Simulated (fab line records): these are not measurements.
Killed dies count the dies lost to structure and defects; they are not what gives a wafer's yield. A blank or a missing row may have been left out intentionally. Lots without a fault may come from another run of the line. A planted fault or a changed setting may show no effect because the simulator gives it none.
Chamber matching | flow nandHarc | 3 sister chambers for NHARC_THIN_TSV_DEP_47 on pecvd-02
The step deposits SiO2, target thk 200 nm. 16 wafers are shown with their chamber, then 8 later ones without.

== WAFERS, EACH WITH ITS CHAMBER ==
wafer  | chamber | throttleValvePct (%)
L349.1 | 2       | 15.4
L349.3 | 0       | 16.4
L349.5 | 1       | 15.7
L351.2 | 1       | 15.9
L351.3 | 2       | 15.7
L351.6 | 0       | 16.4
L353.1 | 2       | 15.3
L353.4 | 0       | 16.3
L353.6 | 1       | 15.8
L357.2 | 2       | 15.7
L357.5 | 2       | 15.5
L357.6 | 0       | 16.3
L359.3 | 1       | 16.2
L359.4 | 0       | 16.3
L359.5 | 1       | 16.3
L361.2 | 0       | 16.5

SIGNATURES (averages over the wafers above)
reading          | chamber 0 | chamber 1 | chamber 2 | scatter within a chamber
throttleValvePct | 16.367    | 15.980    | 15.520    | 0.182
Rule: a wafer's distance from a chamber is the root of the sum, over the readings, of the square of ((its reading less the chamber's mean) divided by the reading's scatter). If the next closest chamber is less than 2 further off than the closest, the wafer can't be placed; otherwise it belongs to the closest. The scatter: the root of (the sum of the squares of (reading less its chamber's mean) over the shown wafers, divided by (wafers less chambers)).

== WAFERS MISSING THEIR CHAMBER ==
wafer  | throttleValvePct (%)
L361.3 | 16.1
L361.5 | 16.2
L367.4 | 15.4
L367.5 | 15.6
L367.6 | 15.5
L372.1 | 15.5
L372.4 | 15.9
L372.5 | 15.8

== WHICH CHAMBER EACH ONE RAN IN ==
wafer  | from the rows above     | in truth
L361.3 | can't be placed: 1 or 0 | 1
L361.5 | can't be placed: 0 or 1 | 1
L367.4 | 2                       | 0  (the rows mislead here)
L367.5 | can't be placed: 2 or 1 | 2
L367.6 | 2                       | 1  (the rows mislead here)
L372.1 | 2                       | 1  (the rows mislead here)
L372.4 | can't be placed: 1 or 2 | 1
L372.5 | can't be placed: 1 or 2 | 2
0 of 8 placed correctly. Not placeable from these rows: 5 (in 5, the candidates include the true chamber). Number placed wrongly: 3.
